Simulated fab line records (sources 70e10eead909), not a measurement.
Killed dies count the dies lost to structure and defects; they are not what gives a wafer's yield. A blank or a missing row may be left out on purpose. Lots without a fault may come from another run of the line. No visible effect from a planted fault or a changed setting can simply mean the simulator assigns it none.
Comparing a struck lot with a sound one || flow nand_harc || 20 out of 1302 route steps
Sound: wafers L584.1, L584.3, L584.4. The struck wafers were L579.1, L579.3, L579.4. The cause is named last.
At each step with rows: each side's tool, then ch and its chambers, then its first start. Under that, the readings that differ: sound wafers || struck wafers || difference of the means || sigmas: that difference in standard deviations of wafers without a fault.
alike: a reading whose means differ by less than 2 such deviations, as well as words and numbers matching on both sides. not compared: withheld readings; readings where some wafer has no value; bounds like >300 that might hide an equal value; numbers whose values overlap and for which the record gives no deviation.
A row with sigmas, a row that says differs or no value, or rows on one side alone: a step with any of these is where the two part. Numbers that don't overlap but have no deviation are shown without sigmas and don't part them. Lack of a reading on every wafer of one side parts them only where that side has two or more wafers.

NHARC_P_ZERO_WELL_CD_MEAS_11: target cd 500 nm.
  sound on cd_sem-02 ch 0, day 6 01:14; struck on cd_sem-03 ch 0, day 3 23:07
  alike: cd_nm
then, 1 step without rows for these wafers: NHARC_P_ZERO_WELL_HARDBAKE_12 (time 65 s).
NHARC_P_ZERO_WELL_DESCUM_13: chemistry O2, time 3 s.
  sound on rie_diel-11 ch 0,1,2, day 6 01:24; struck on rie_diel-02 ch 0,2,3, day 3 23:20
  alike: drypump_motor_current_A, oes_product_au, rf_vpp_V, showerhead_plenum_p_Torr, throttle_valve_pct
  not compared: rf_hours_counter_h
NHARC_P_ZERO_WELL_ETCH_65: etches the open film in N2/H2, target depth 80 nm, overetch 24 nm, time 87.88 s.
  sound on rie_diel-11 ch 1,2,3, day 6 01:29; struck on rie_diel-02 ch 2,3, day 3 23:26
  alike: drypump_motor_current_A, oes_product_au, rf_vpp_V, showerhead_plenum_p_Torr, throttle_valve_pct
  not compared: rf_hours_counter_h
NHARC_P_ZERO_WELL_ETCH_62: etches the open film in CHF3/Ar, target depth 13 nm, time 6.5 s.
  sound on rie_diel-11 ch 0,2,3; struck on rie_diel-02 ch 0,2
{"reading": "oes_product_au (a.u.)", "sound": "0.973 0.973 0.970", "struck": "0.933 0.940 0.942", "difference": -0.034, "sigmas": -2}
  alike: drypump_motor_current_A, rf_vpp_V, showerhead_plenum_p_Torr, throttle_valve_pct
  not compared: rf_hours_counter_h
NHARC_P_ZERO_WELL_ETCH_63: etches the open film in HBr/Cl2, target depth 120 nm, time 40.1 s.
  sound on rie_si-02 ch 0,2,3, day 6 01:40; struck on rie_si-01 ch 0,1,2, day 3 23:42
{"reading": "rf_hours_counter_h (h)", "sound": "0.07 0.07 0.07", "struck": "0.28 0.27 0.29", "difference": "+0.21", "sigmas": ""}
  alike: drypump_motor_current_A, oes_product_au, throttle_valve_pct
then, 6 steps without rows for these wafers: NHARC_P_ZERO_WELL_STRIP_15 (strips in SPM, time 900 s); NHARC_P_ZERO_WELL_DEHYDRATE_16 (time 120 s); NHARC_P_ZERO_WELL_HMDS_17 (time 30 s); NHARC_P_ZERO_WELL_COAT_18; NHARC_P_ZERO_WELL_SOFTBAKE_19 (time 95 s); NHARC_P_ZERO_WELL_EBR_20.
NHARC_P_ZERO_WELL_EXPOSE_21: exposes mask P NWELL, target cd 720 nm.
  sound on krf_scanner-02 ch 0, day 6 02:26; struck on krf_scanner-01 ch 0, day 4 00:27
{"reading": "mask", "sound": "P_NWELL#0 P_NWELL#0 P_NWELL#0", "struck": "P_NWELL_R1#0 P_NWELL_R1#0 P_NWELL_R1#0", "difference": "differs", "sigmas": ""}
then, 2 steps without rows for these wafers: NHARC_P_ZERO_WELL_PEB_22 (peb time 85 s); NHARC_P_ZERO_WELL_DEVELOP_23 (time 70 s).
NHARC_P_ZERO_WELL_CD_MEAS_24: target cd 720 nm.
  sound on cd_sem-02 ch 0, day 6 02:35; struck on cd_sem-01 ch 0, day 4 00:37
{"reading": "cd_nm (nm)", "sound": "717.7 718.2 722.6", "struck": "670.2 670.4 671.0", "difference": -49.0, "sigmas": -31}
then, 1 step without rows for these wafers: NHARC_P_ZERO_WELL_HARDBAKE_25 (time 80 s).
NHARC_P_ZERO_WELL_DESCUM_26: chemistry O2, time 3 s.
  sound on rie_diel-11 ch 0,1,2, day 6 02:45; struck on rie_diel-02 ch 0,2, day 4 00:46
{"reading": "model.P_ZERO_WELL.cd_nm (nm)", "sound": "717.9 717.6 723.5", "struck": "670.4 671.6 671.1", "difference": -48.6, "sigmas": ""}
  alike: drypump_motor_current_A, oes_product_au, rf_vpp_V, showerhead_plenum_p_Torr, throttle_valve_pct
  not compared: rf_hours_counter_h
then, 1 step without rows for these wafers: NHARC_P_ZERO_WELL_IMPLANT_27.
-- jump in the record: it breaks off in module P_ZERO_WELL and resumes in module END (first step shown: number 1302 of the route), and 23 days separate the struck wafers' starts before and after --
NHARC_END_SORT_01:
  sound on prober-01 ch 0, day 29 02:34; struck on prober-02 ch 0, day 26 15:46
  alike: killed_at_array, killed_at_other, killed_at_periphery, killed_dies, killed_open, killed_short

WHERE THEY PART
At NHARC_P_ZERO_WELL_ETCH_62 first; at NHARC_P_ZERO_WELL_CD_MEAS_24 last (within this record only). Later steps at which nothing parts them and some readings are alike: NHARC_P_ZERO_WELL_DESCUM_26, NHARC_END_SORT_01.

WHY: whatever the simulator had introduced
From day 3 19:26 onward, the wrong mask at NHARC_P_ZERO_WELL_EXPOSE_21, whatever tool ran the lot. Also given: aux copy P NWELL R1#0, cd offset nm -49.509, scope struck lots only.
